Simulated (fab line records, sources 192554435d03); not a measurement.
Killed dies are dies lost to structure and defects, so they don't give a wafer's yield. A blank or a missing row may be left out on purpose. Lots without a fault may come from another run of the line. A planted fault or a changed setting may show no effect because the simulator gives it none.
One fault seen from 2 desks | flow n5_finfet | each desk has only its own numbers; what lay behind them comes last

THE METROLOGY DESK
What the gauges read, lot by lot, whatever tool the lot ran on: means of the sampled wafers that have a number. A lot is out of limits, marked OUT, if its mean lies more than 4 standard deviations from the usual mean; the brackets give that distance. Of its 11 readings 7 are shown: those that lie furthest out on some lot.
Columns: A = thk_nm at N5_ILD0_THK_MEAS_04, usual 197.5 nm; B = DIBL_N at N5_BEOL_M4_RC_MEAS_101, usual 36.4 mV/V; C = DIBL_P at N5_BEOL_M4_RC_MEAS_101, usual 36.5 mV/V; D = IOFF_N at N5_BEOL_M4_RC_MEAS_101, usual 0.154 nA/um; E = IOFF_P at N5_BEOL_M4_RC_MEAS_101, usual 0.202 nA/um; F = SS_N at N5_BEOL_M4_RC_MEAS_101, usual 71.6 mV/dec; G = SS_P at N5_BEOL_M4_RC_MEAS_101, usual 73.4 mV/dec
lot  | first seen here | A     | B    | C    | D     | E     | F    | G
L487 | day 3 22:14     | 198.2 | 36.5 | 35.3 | 0.150 | 0.179 | 72.1 | 73.0
L497 | day 6 10:19     | 197.1 | 36.0 | 36.6 | 0.144 | 0.189 | 71.3 | 73.7
L498 | day 6 14:34     | 199.1 | 36.0 | 38.8 | 0.156 | 0.192 | 71.8 | 73.4
L501 | day 7 07:25     | 198.2 | 36.1 | 35.1 | 0.157 | 0.204 | 72.1 | 73.6
L505 | day 8 11:26     | 197.8 | 36.7 | 36.2 | 0.145 | 0.243 | 71.8 | 73.4
L506 | day 8 18:36     | 197.2 | 37.3 | 36.9 | 0.181 | 0.229 | 71.7 | 73.9
L507 | day 8 20:39     | 197.8 | 38.2 | 40.8 | 0.200 | 0.252 | 72.5 | 74.1
L508 | day 9 12:43     | 196.6 | 35.0 | 35.3 | 0.136 | 0.202 | 71.1 | 72.5
L509 | day 9 15:21     | 197.4 | 36.9 | 38.4 | 0.178 | 0.208 | 71.6 | 73.7
This desk's finding: nothing out of limits on any of the 9 lots.

THE TOOL OWNER'S DESK: ald_sin-03
The tool's own readings at N5_ILD0_ALD_15 (deposits SiNx, target thk 24 nm, pulse time 1 s, ald cycles 480): means of the sampled wafers that have a number, for each lot that ran on this tool. A lot is out of limits, marked OUT, if its mean lies more than 4 standard deviations from the usual mean; the brackets give that distance.
Columns: A = heater_power_w at N5_ILD0_ALD_15, usual 911 W; B = precursor_pulse_height_rel at N5_ILD0_ALD_15, usual 1.001
lot  | first seen here | A   | B
L497 | day 6 12:37     | 874 | 0.984
L498 | day 6 15:36     | 899 | 1.020
L508 | day 9 13:46     | 849 | 1.005
L509 | day 9 16:24     | 842 | 0.993
This desk's finding: nothing out of limits on any of the 4 lots.

PUT TOGETHER
The metrology desk saw nothing out of limits.
The tool owner's desk saw nothing out of limits.

WHAT THE SIMULATOR HAD PUT IN
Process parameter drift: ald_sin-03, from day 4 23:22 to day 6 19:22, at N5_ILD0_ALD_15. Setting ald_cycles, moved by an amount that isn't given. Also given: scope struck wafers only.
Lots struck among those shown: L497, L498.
